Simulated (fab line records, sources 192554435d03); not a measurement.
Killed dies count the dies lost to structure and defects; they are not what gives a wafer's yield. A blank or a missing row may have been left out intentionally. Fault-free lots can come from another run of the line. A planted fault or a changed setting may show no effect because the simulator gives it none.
Matching of chambers ; flow n5 finfet ; N5_BEOL_M5_CURE_79 on uv cure-02 has 3 sister chambers
The step cures SiCOH lowk, time 240 s. 36 wafers are shown with their chamber, then 12 later ones without.

== WAFERS PAIRED WITH THEIR CHAMBERS ==
wafer;chamber;wafer_temp_C_max;lamp power pct (%)
L074.1;2;386.2;52.37
L074.3;2;386.1;52.36
L074.6;2;385.7;52.32
L074.2;2;386.3;52.17
L074.4;2;386.1;52.30
L074.5;2;386.2;52.31
L075.1;1;386.3;52.22
L075.4;1;386.4;52.31
L075.6;1;385.9;52.30
L076.2;1;386.0;52.35
L076.5;1;385.7;52.26
L076.6;1;385.9;52.34
L079.1;2;385.8;52.40
L079.2;2;386.5;52.27
L079.3;2;385.7;52.34
L080.1;1;386.2;52.34
L080.2;1;385.8;52.40
L080.6;1;385.6;52.34
L080.3;1;386.2;52.25
L080.4;1;386.0;52.19
L080.5;1;385.7;52.31
L083.1;2;386.1;52.37
L083.5;2;385.8;52.30
L083.6;2;386.4;52.34
L083.2;2;386.4;52.41
L083.3;2;386.1;52.24
L083.4;2;385.5;52.31
L085.1;2;385.7;52.36
L085.3;2;386.0;52.28
L085.4;2;386.7;52.29
L084.1;0;386.1;52.37
L084.2;0;386.5;52.31
L084.3;0;386.5;52.29
L084.4;0;386.5;52.31
L084.5;0;386.4;52.37
L084.6;0;386.2;52.38

SIGNATURES (averages over the wafers above)
reading;chamber 0;chamber 1;chamber 2;scatter within a chamber
wafer_temp_C_max;386.367;385.975;386.072;0.283
lamp power pct;52.3383;52.3008;52.3189;0.0567
Rule: a wafer lies at a distance from a chamber equal to the root of the sum of squares, over the readings, of (its reading less the chamber's mean, divided by the reading's scatter). If the next closest chamber is less than 2 further off than the closest, the wafer can't be placed; otherwise it belongs to the closest. The scatter: take each reading less its chamber's mean, square it, sum over the shown wafers, divide by the number of wafers less the number of chambers, and take the root.

== WAFERS WHOSE CHAMBER IS MISSING ==
wafer;wafer_temp_C_max;lamp power pct (%)
L088.1;386.0;52.30
L088.2;386.0;52.27
L088.5;385.6;52.28
L086.1;386.1;52.22
L086.3;386.0;52.37
L086.5;386.5;52.27
L096.1;386.1;52.26
L096.2;386.1;52.43
L096.6;386.3;52.30
L096.3;386.2;52.34
L096.4;386.1;52.39
L096.5;386.3;52.22

== CHAMBER TAKEN BY EACH ==
wafer;from the rows above;in truth
L088.1;can't be placed: 1 or 2 or 0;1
L088.2;can't be placed: 1 or 2 or 0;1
L088.5;can't be placed: 1 or 2 or 0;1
L086.1;can't be placed: 1 or 2 or 0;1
L086.3;can't be placed: 2 or 1 or 0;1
L086.5;can't be placed: 0 or 2 or 1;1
L096.1;can't be placed: 1 or 2 or 0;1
L096.2;can't be placed: 0 or 2 or 1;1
L096.6;can't be placed: 0 or 2 or 1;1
L096.3;can't be placed: 2 or 0 or 1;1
L096.4;can't be placed: 2 or 0 or 1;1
L096.5;can't be placed: 1 or 2 or 0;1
Correct placement for 0 of the 12. From these rows, 12 cannot be placed; in 12 the true chamber is one of the candidates. Placed wrongly: 0.
